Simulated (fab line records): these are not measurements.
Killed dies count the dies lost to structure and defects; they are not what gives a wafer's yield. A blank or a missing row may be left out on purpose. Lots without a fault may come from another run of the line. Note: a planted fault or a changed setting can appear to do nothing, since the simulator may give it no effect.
fab line records ; flow n5_finfet
record lots=6; wafers=18; last_day=17
route steps=1938 shown MIM_BOT_LITHO@1855 MIM_BOT_ETCH@1866 PASSIVATION@1936
lots that met no fault: from a run of the same line without faults
start_h: the number of hours between the record's first day and the start of the first shown wafer of the lot ; wait_h: hours elapsed since this lot's preceding step ; " repeats the value in the row above ; L1.1+2: one row covering several wafers at once ; - no value, or no start given ; * or withheld: withheld ; < > ~ a bound
route shown NAME@n: a module of which the file shows steps, and the number in the route of the first ; usual: mean/standard deviation of fault-free wafers ; same: alike in all rows ; chamber/n: place in a boat ; sites: per-site readings ; _std_site: standard deviation of those values ; _edge_site: inner sites' mean taken away from outer sites' mean ; radius_mm: how far each site lies from the wafer's centre ; mask NAME#n: copy n ; behind: the most recent tool/chamber to have shaped the wafer ; hold: reason for holding the lot/hours on hold/outcome of the hold ; device: the n, p or np transistor that did not switch ; end of line: tests run on the same wafers once the route is complete ; step lacking rows: just its recipe ; killed: dies lost to structure and defects at the first sort, not the wafer's yield ; map: shows each die of a wafer: x if killed, . if not, _ if none is there
set.NAME: the setting as run; set.NAME@STEP: as run at that earlier step ; model.NAME: the simulator's own value behind a step, which no gauge read
lots at some steps of the route; a table a step, a row a wafer
services: from which hour (start_h, from the record's first day; less than 0 if before it) a tool's chamber was out of use, for how many hours, and why
## steps
# step N5_MIM_BOT_LITHO_COAT_02
# recipe spin_rpm=*; resist_thk_nm=*
# step N5_MIM_BOT_LITHO_EBR_04
# recipe solvent=PGMEA; ebr_width_mm=1.5
# step N5_MIM_BOT_LITHO_SOFTBAKE_03
# recipe temp_c=100; time_s=90
# step N5_MIM_BOT_LITHO_EXPOSE_05
# recipe mask_id=MIM_BOT; na=0.55; source_shape=conventional; sigma_outer=0.8; polarization=unpolarized; dose_mj=24.25
# step N5_MIM_BOT_LITHO_PEB_06
# recipe peb_temp_c=withheld; peb_time_s=*
# step N5_MIM_BOT_LITHO_DEVELOP_07
# recipe develop_time_s=60; rinse_liquid=diw; dry=air_spin; dev_temp_c=21
# step N5_MIM_BOT_LITHO_HARDBAKE_09
# recipe temp_c=130; time_s=120
# step N5_MIM_BOT_LITHO_CD_MEAS_08
# recipe target_cd_nm=3000; landing_energy_ev=500; detector=se_inlens; polarity=opening
# usual cd_nm=3000.0/1.6
lot.wafer;tool;chamber;start_h;wait_h;cd_nm
L202.1;cd_sem-01;0;277.98;-;3001.6
L202.2;cd_sem-01;0;277.98;-;2999.9
L202.5;cd_sem-01;0;277.98;-;3001.3
L204.1;cd_sem-02;0;299.97;-;2998.0
L204.2;cd_sem-02;0;299.97;-;2998.5
L204.3;cd_sem-02;0;299.97;-;2998.6
L215.1;cd_sem-03;0;369.84;-;2999.6
L215.4;cd_sem-03;0;369.84;-;2997.2
L215.5;cd_sem-03;0;369.84;-;2999.8
L220.2;cd_sem-03;0;388.76;-;2997.9
L220.3;cd_sem-03;0;388.76;-;2998.2
L220.4;cd_sem-03;0;388.76;-;2997.8
L221.1;cd_sem-03;0;400.76;-;3000.3
L221.3;cd_sem-03;0;400.76;-;3001.0
L221.4;cd_sem-03;0;400.76;-;3001.0
L222.4;cd_sem-02;0;405.50;-;2999.4
L222.5;cd_sem-02;0;405.50;-;3000.5
L222.6;cd_sem-02;0;405.50;-;2997.4
# step N5_MIM_BOT_LITHO_OVL_MEAS_11
# recipe points_per_wafer=44
# usual MIM_BOT_OVL=3/5.2
lot.wafer;tool;chamber;start_h;wait_h;MIM_BOT_OVL[nm]
L202.1;overlay-02;0;278.01;0.0;-2
L202.2;overlay-02;0;278.01;0.0;9
L202.5;overlay-02;0;278.01;0.0;3
L204.1;overlay-02;0;300.00;0.0;7
L204.2;overlay-02;0;300.00;0.0;0
L204.3;overlay-02;0;300.00;0.0;4
L215.1;overlay-01;0;369.87;0.0;2
L215.4;overlay-01;0;369.87;0.0;-2
L215.5;overlay-01;0;369.87;0.0;-1
L220.2;overlay-01;0;388.79;0.0;1
L220.3;overlay-01;0;388.79;0.0;0
L220.4;overlay-01;0;388.79;0.0;5
L221.1;overlay-02;0;400.79;0.0;9
L221.3;overlay-02;0;400.79;0.0;12
L221.4;overlay-02;0;400.79;0.0;15
L222.4;overlay-01;0;405.53;0.0;8
L222.5;overlay-01;0;405.53;0.0;8
L222.6;overlay-01;0;405.53;0.0;3
# step N5_MIM_BOT_LITHO_INSPECT_12
# recipe mode=adi; inspect_instrument=macro
# usual raw_defect_count=2.1/1.4
lot.wafer;tool;chamber;start_h;wait_h;raw_defect_count
L202.1;defect_inspect-02;-;278.03;0.0;2
L202.2;defect_inspect-02;-;278.03;0.0;0
L202.5;defect_inspect-02;-;278.03;0.0;3
L204.1;defect_inspect-02;-;300.02;0.0;3
L204.2;defect_inspect-02;-;300.02;0.0;2
L204.3;defect_inspect-02;-;300.02;0.0;1
L215.1;defect_inspect-02;-;369.89;0.0;3
L215.4;defect_inspect-02;-;369.89;0.0;1
L215.5;defect_inspect-02;-;369.89;0.0;3
L220.2;defect_inspect-02;-;388.81;0.0;1
L220.3;defect_inspect-02;-;388.81;0.0;2
L220.4;defect_inspect-02;-;388.81;0.0;2
L221.1;defect_inspect-02;-;400.81;0.0;3
L221.3;defect_inspect-02;-;400.81;0.0;3
L221.4;defect_inspect-02;-;400.81;0.0;2
L222.4;defect_inspect-02;-;405.55;0.0;2
L222.5;defect_inspect-02;-;405.55;0.0;4
L222.6;defect_inspect-02;-;405.55;0.0;3
# step N5_MIM_BOT_LITHO_DESCUM_10
# recipe chemistry=O2; time_s=7.9; source_power_w=50; bias_power_w=20; pressure_mtorr=20; rf_frequency_hz=2.712e+07; temp_c=40; o2_flow_sccm=225
# usual bias_power_w=20.00/0.064; drypump_motor_current_A=5.7/0.43; oes_product_au=0.78/0.093; rf_vpp_V=242.5/1; showerhead_plenum_p_Torr=2.05/0.034; throttle_valve_pct=20.43/0.21
lot.wafer;tool;chamber;start_h;wait_h;bias_power_w;drypump_motor_current_A;oes_product_au;rf_hours_counter_h;rf_vpp_V;showerhead_plenum_p_Torr;throttle_valve_pct
L202.1;rie_diel-02;0;278.07;0.0;20.02;5.6;0.76;146;242.4;2.01;20.50
L202.2;rie_diel-02;1;278.07;0.0;20.02;6.1;0.69;197;242.5;2.08;20.32
L202.5;rie_diel-02;1;278.07;0.0;19.98;6.1;0.69;-;243.6;2.08;20.33
L204.1;rie_diel-02;1;300.06;0.0;20.03;6.1;0.69;204;241.1;2.08;20.32
L204.2;rie_diel-02;0;300.06;0.0;19.99;5.6;0.75;153;243.5;2.01;20.53
L204.3;rie_diel-02;2;300.06;0.0;20.01;5.9;0.70;214;243.7;2.06;20.87
L215.1;rie_diel-02;3;370.20;0.3;19.99;6.1;0.71;182;244.6;2.08;20.42
L215.4;rie_diel-02;1;370.20;0.3;20.08;6.1;0.68;229;242.5;2.07;20.36
L215.5;rie_diel-02;1;370.20;0.3;19.99;6.1;0.68;-;243.0;2.07;20.37
L220.2;rie_diel-05;3;389.23;0.4;20.03;5.7;0.91;28;242.2;2.05;20.58
L220.3;rie_diel-05;0;389.23;0.4;20.03;5.1;0.86;-;241.3;2.05;20.22
L220.4;rie_diel-05;3;389.23;0.4;20.01;5.7;0.91;-;241.8;2.05;20.58
L221.1;rie_diel-02;2;401.70;0.9;20.11;5.9;0.67;245;242.8;2.05;20.90
L221.3;rie_diel-02;3;401.70;0.9;20.02;6.1;0.70;189;243.2;2.08;20.43
L221.4;rie_diel-02;1;401.70;0.9;20.01;6.1;0.66;236;243.3;2.07;20.38
L222.4;rie_diel-05;0;406.74;1.2;19.93;5.1;0.85;59;242.2;2.05;20.22
L222.5;rie_diel-05;0;406.74;1.2;19.94;5.1;0.84;-;242.8;2.05;20.21
L222.6;rie_diel-05;1;406.74;1.2;20.12;6.0;0.82;-;242.5;2.03;20.22
# step N5_MIM_BOT_ETCH_ETCH_04
# recipe chemistry=CF4/O2; target=SiNx; target_depth_a=260; time_s=13; ion_energy_ev=100; pressure_mtorr=40; source_w=535; bias_w=49; Ar_flow_sccm=100; cf4_flow_sccm=100; O2_flow_sccm=10
# usual drypump_motor_current_A=5.8/0.42; oes_o_777_au=0.78/0.087; oes_product_au=0.78/0.093; rf_vpp_V=240.3/2; showerhead_plenum_p_Torr=2.16/0.035; throttle_valve_pct=16.00/0.25
lot.wafer;tool;chamber;start_h;wait_h;drypump_motor_current_A;oes_o_777_au;oes_product_au;rf_hours_counter_h;rf_vpp_V;showerhead_plenum_p_Torr;throttle_valve_pct
L202.1;rie_diel-02;0;278.13;0.0;5.7;0.76;0.75;146;239.5;2.12;16.05
L202.2;rie_diel-02;1;278.13;0.0;6.1;0.70;0.70;197;242.6;2.19;15.90
L202.5;rie_diel-02;1;278.13;0.0;6.1;0.70;0.69;-;240.8;2.19;15.90
L204.1;rie_diel-02;1;300.12;0.0;6.1;0.70;0.69;204;244.4;2.19;15.92
L204.2;rie_diel-02;0;300.12;0.0;5.6;0.75;0.75;153;240.3;2.12;16.04
L204.3;rie_diel-02;2;300.12;0.0;5.9;0.69;0.70;214;238.3;2.19;16.50
L215.1;rie_diel-02;3;370.27;0.0;6.0;0.73;0.71;182;240.6;2.20;16.03
L215.4;rie_diel-02;1;370.27;0.0;6.1;0.68;0.68;229;242.6;2.18;15.98
L215.5;rie_diel-02;1;370.27;0.0;6.1;0.68;0.67;-;242.1;2.18;15.95
L220.2;rie_diel-05;0;389.33;0.1;5.1;0.86;0.85;54;235.3;2.15;15.67
L220.3;rie_diel-05;3;389.33;0.1;5.7;0.90;0.91;-;240.9;2.16;16.09
L220.4;rie_diel-05;3;389.33;0.1;5.7;0.90;0.90;-;239.2;2.16;16.09
L221.1;rie_diel-02;2;401.76;0.0;6.0;0.67;0.67;245;237.0;2.18;16.58
L221.3;rie_diel-02;3;401.76;0.0;6.0;0.72;0.70;189;240.6;2.19;16.05
L221.4;rie_diel-02;1;401.76;0.0;6.1;0.67;0.66;236;241.7;2.18;15.97
L222.4;rie_diel-05;0;406.81;0.0;5.1;0.85;0.85;59;236.6;2.15;15.68
L222.5;rie_diel-05;0;406.81;0.0;5.1;0.86;0.85;-;238.1;2.15;15.68
L222.6;rie_diel-05;1;406.81;0.0;6.0;0.82;0.83;-;241.9;2.14;15.77
# step N5_MIM_BOT_ETCH_ETCH_03
# recipe chemistry=Cl2/BCl3; target_depth_a=120; pressure_mtorr=8; icp_w=800; bias_w=100; Cl2_flow_sccm=20; bcl3_flow_sccm=80
# usual drypump_motor_current_A=5.3/0.38; oes_product_au=0.81/0.069; throttle_valve_pct=27.47/0.16
lot.wafer;tool;chamber;start_h;wait_h;drypump_motor_current_A;oes_product_au;rf_hours_counter_h;throttle_valve_pct;model.etch.depth_nm;model.coat_of_MIM_BOT_LITHO_COAT_02.thk_nm;model.MIM_BOT_ETCH.cd_offset_nm
L202.1;rie_metal-01;1;278.22;0.1;4.9;0.83;27;27.49;12.2;*;0
L202.2;rie_metal-01;0;278.22;0.1;5.4;0.86;16;27.21;12.14;*;-0.2
L202.5;rie_metal-01;1;278.22;0.1;4.8;0.83;-;27.49;12.13;*;-0.4
L204.1;rie_metal-02;1;300.21;0.1;5.3;0.66;83;27.72;11.67;*;0.2
L204.2;rie_metal-02;0;300.21;0.1;5.9;0.75;53;27.36;11.86;*;0.2
L204.3;rie_metal-02;0;300.21;0.1;5.9;0.76;-;27.36;11.84;*;0.2
L215.1;rie_metal-01;0;370.36;0.1;5.4;1.15;23;27.25;19.28;*;-3.4
L215.4;rie_metal-01;0;370.36;0.1;5.4;1.16;-;27.24;19.62;*;-3
L215.5;rie_metal-01;1;370.36;0.1;4.8;1.11;-;27.50;19.34;*;-3
L220.2;rie_metal-01;1;389.53;0.2;4.8;1.10;36;27.52;19.32;*;-2.6
L220.3;rie_metal-01;1;389.53;0.2;4.8;1.09;-;27.50;19.33;*;-3.2
L220.4;rie_metal-01;0;389.53;0.2;5.4;1.15;-;27.23;19.5;*;-3
L221.1;rie_metal-03;0;401.85;0.1;4.9;0.72;62;27.70;12.11;*;0
L221.3;rie_metal-03;0;401.85;0.1;4.9;0.72;-;27.67;12.05;*;0
L221.4;rie_metal-03;1;401.85;0.1;5.6;0.86;-;27.53;12.31;*;-0.2
L222.4;rie_metal-02;0;406.98;0.1;5.9;0.74;-;27.37;12;*;-0.2
L222.5;rie_metal-02;0;406.98;0.1;5.9;0.74;-;27.38;11.86;*;-0.2
L222.6;rie_metal-02;0;406.98;0.1;5.9;0.74;-;27.38;11.94;*;0
# step N5_MIM_BOT_ETCH_ETCH_00
# recipe chemistry=Cl2/BCl3; target=TiN; target_depth_a=455; ion_energy_ev=150; pressure_mtorr=10; icp_w=1000; bias_w=126; Cl2_flow_sccm=53.25; bcl3_flow_sccm=21.75; Ar_flow_sccm=25
# usual drypump_motor_current_A=5.3/0.39; oes_product_au=0.81/0.069; throttle_valve_pct=21.85/0.15
lot.wafer;tool;chamber;start_h;wait_h;drypump_motor_current_A;oes_product_au;rf_hours_counter_h;throttle_valve_pct;model.coat_of_MIM_BOT_LITHO_COAT_02.thk_nm;model.MIM_BOT_ETCH.cd_offset_nm
L202.1;rie_metal-01;1;278.31;0.1;4.8;0.83;27;21.91;*;0
L202.2;rie_metal-01;0;278.31;0.1;5.4;0.87;16;21.64;*;-0.2
L202.5;rie_metal-01;1;278.31;0.1;4.8;0.84;-;21.88;*;-0.4
L204.1;rie_metal-02;1;300.30;0.1;5.3;0.66;83;22.16;*;0
L204.2;rie_metal-02;0;300.30;0.1;5.9;0.76;53;21.78;*;0
L204.3;rie_metal-02;0;300.30;0.1;5.9;0.77;-;21.79;*;0
L215.1;rie_metal-01;0;370.45;0.1;5.4;0.84;23;21.66;*;-3.4
L215.4;rie_metal-01;0;370.45;0.1;5.4;0.84;-;21.65;*;-3
L215.5;rie_metal-01;1;370.45;0.1;4.8;0.80;-;21.93;*;-2.8
L220.2;rie_metal-01;1;389.62;0.1;4.9;0.80;36;21.91;*;-2.6
L220.3;rie_metal-01;1;389.62;0.1;4.8;0.80;-;21.93;*;-3.2
L220.4;rie_metal-01;0;389.62;0.1;5.4;0.83;-;21.68;*;-3.2
L221.1;rie_metal-03;0;401.94;0.1;4.9;0.73;62;22.01;*;-0.2
L221.3;rie_metal-03;0;401.94;0.1;4.9;0.73;-;22.04;*;-0.2
L221.4;rie_metal-03;1;401.94;0.1;5.7;0.88;-;21.83;*;-0.6
L222.4;rie_metal-02;0;407.19;0.2;5.9;0.73;-;21.81;*;-0.4
L222.5;rie_metal-02;0;407.19;0.2;5.9;0.74;-;21.80;*;-0.2
L222.6;rie_metal-02;0;407.19;0.2;5.9;0.74;-;21.82;*;0
# step N5_MIM_BOT_ETCH_STRIP_01
# recipe chemistry=O2; power_w=600; temp_c=60; pressure_mtorr=30; rf_frequency_hz=6e+07; bias_power_w=0; overash_fraction=0.5; o2_flow_sccm=225
# usual drypump_motor_current_A=5.7/0.5; oes_product_au=0.80/0.093; rf_vpp_V=3.8/1.2; showerhead_plenum_p_Torr=2.05/0.031; throttle_valve_pct=16.65/0.23
# same bias_power_w=0
lot.wafer;tool;chamber;start_h;wait_h;drypump_motor_current_A;oes_product_au;rf_hours_counter_h;rf_vpp_V;showerhead_plenum_p_Torr;throttle_valve_pct
L202.1;rie_diel-01;1;278.57;0.2;5.8;0.95;8;5.6;2.06;16.43
L202.2;rie_diel-01;2;278.57;0.2;5.7;0.87;48;3.0;2.04;16.73
L202.5;rie_diel-01;0;278.57;0.2;6.5;0.81;-;2.9;2.04;16.37
L204.1;rie_diel-02;3;300.44;0.1;6.0;0.73;159;5.1;2.10;16.68
L204.2;rie_diel-02;2;300.44;0.1;5.9;0.70;214;4.3;2.07;17.13
L204.3;rie_diel-02;0;300.44;0.1;5.7;0.73;153;2.5;2.02;16.77
L215.1;rie_diel-05;0;370.59;0.1;5.1;0.88;44;3.0;2.06;16.37
L215.4;rie_diel-05;2;370.59;0.1;5.1;0.66;248;3.5;1.98;16.88
L215.5;rie_diel-05;1;370.59;0.1;6.0;0.82;-;5.1;2.04;16.45
L220.2;rie_diel-01;1;389.87;0.2;5.7;0.87;56;5.9;2.05;16.49
L220.3;rie_diel-01;2;389.87;0.2;5.7;0.82;98;3.1;2.03;16.81
L220.4;rie_diel-01;3;389.87;0.2;4.8;0.89;18;4.5;2.05;16.58
L221.1;rie_diel-02;0;402.09;0.1;5.6;0.71;185;3.7;2.00;16.79
L221.3;rie_diel-02;3;402.09;0.1;6.1;0.70;189;2.3;2.08;16.71
L221.4;rie_diel-02;2;402.09;0.1;5.9;0.70;246;2.6;2.05;17.16
L222.4;rie_diel-02;2;407.52;0.3;6.0;0.68;249;4.9;2.06;17.19
L222.5;rie_diel-02;3;407.52;0.3;6.0;0.70;-;3.2;2.08;16.70
L222.6;rie_diel-02;2;407.52;0.3;5.9;0.67;-;3.8;2.06;17.15
# step N5_PASSIVATION_PROBE_49
# usual defect_limited_yield=91.2/1.6; killed_at_M0_to_M3=33/11; killed_at_M4_up=15/6.2; killed_at_contacts=15/7.1; killed_at_front_end=38/12; killed_at_other=4/3.5; killed_dies=104/19; killed_open=69/14; killed_short=34/8.5; sort_bin_5_function=5.2/0.99; sort_bin_6_memory=3.3/0.77; sort_n_pass=1076/19; sort_yield_pct=91.2/1.6
# same gross_dies=1180; killed_at_back_side=0; sort_bin_4_leakage[%]=0; sort_bin_8_speed[%]=0
lot.wafer;tool;chamber;start_h;wait_h;defect_limited_yield[%];killed_at_M0_to_M3;killed_at_M4_up;killed_at_contacts;killed_at_front_end;killed_at_other;killed_dies;killed_open;killed_short;sort_bin_5_function[%];sort_bin_6_memory[%];sort_n_pass;sort_yield_pct[%]
L215.1;prober-02;-;378.32;0.0;89.7;48;16;19;36;2;121;83;36;5.3;4.5;1059;89.7
# killed by level:class
L215.1 MOL_CONTACT_COAG:geometric_particle:open=16 BEOL_M1:geometric_particle:open=13 BEOL_M0_SAQP:geometric_particle:short=11 FIN_SAQP:geometric_particle:open=8 GATE_CUT:geometric_particle:short=8 BEOL_M0_SAQP:geometric_particle:open=8 BEOL_M3:geometric_particle:open=8 BEOL_M5:geometric_particle:open=6
## services
tool;chamber;start_h;hours;kind
rie_metal-02;-;264.03;0.2;repair
rie_diel-05;3;265.74;-;clean
rie_diel-05;3;265.74;-;consumable_replace:focus_ring
rie_diel-05;3;265.74;15.5;scheduled_down
rie_diel-05;3;265.74;15.5;vent_cycle
rie_diel-05;-;271.96;10.0;pm
rie_diel-05;3;292.57;28.2;repair
rie_diel-05;-;311.93;2.8;pm
rie_diel-05;3;321.20;7.7;repair
rie_metal-01;-;337.83;0.4;repair
rie_diel-01;3;343.36;5.8;repair
rie_metal-02;-;356.47;3.4;repair
rie_diel-02;1;374.63;3.0;repair
rie_diel-05;2;376.75;-;clean
rie_diel-05;2;376.75;-;consumable_replace:focus_ring
rie_diel-05;2;376.75;-;consumable_replace:showerhead
rie_diel-05;2;376.75;20.6;scheduled_down
rie_diel-05;2;376.75;20.6;vent_cycle
rie_diel-02;-;380.59;14.6;pm
rie_diel-05;1;388.94;7.3;repair
rie_diel-01;-;396.58;15.6;pm
rie_metal-02;1;398.67;-;clean
rie_diel-05;-;402.34;1.1;repair
rie_metal-01;-;406.24;1.1;repair
## key
first_sign step=N5_MIM_BOT_ETCH_ETCH_03; reading=oes_product_au; direction=up; sigmas=4.6; usual=0.81; struck=1.13
effect none on later readings
model_effect step=N5_MIM_BOT_ETCH_ETCH_03; value=etch.depth_nm; without=12.19; struck=19.4
model_effect step=N5_MIM_BOT_ETCH_ETCH_00; value=coat_of_MIM_BOT_LITHO_COAT_02.thk_nm; without=*; struck=*
met_at N5_MIM_BOT_ETCH_ETCH_03
struck_wafers L215.1,L215.4,L215.5,L220.2,L220.3,L220.4
onset_between 278.22 370.36
fault kind=process_parameter_drift; tool=rie_metal-01; chamber=-; onset_h=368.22; steps=N5_MIM_BOT_ETCH_ETCH_03; channel=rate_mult; offset=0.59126; shape=step; end_h=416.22
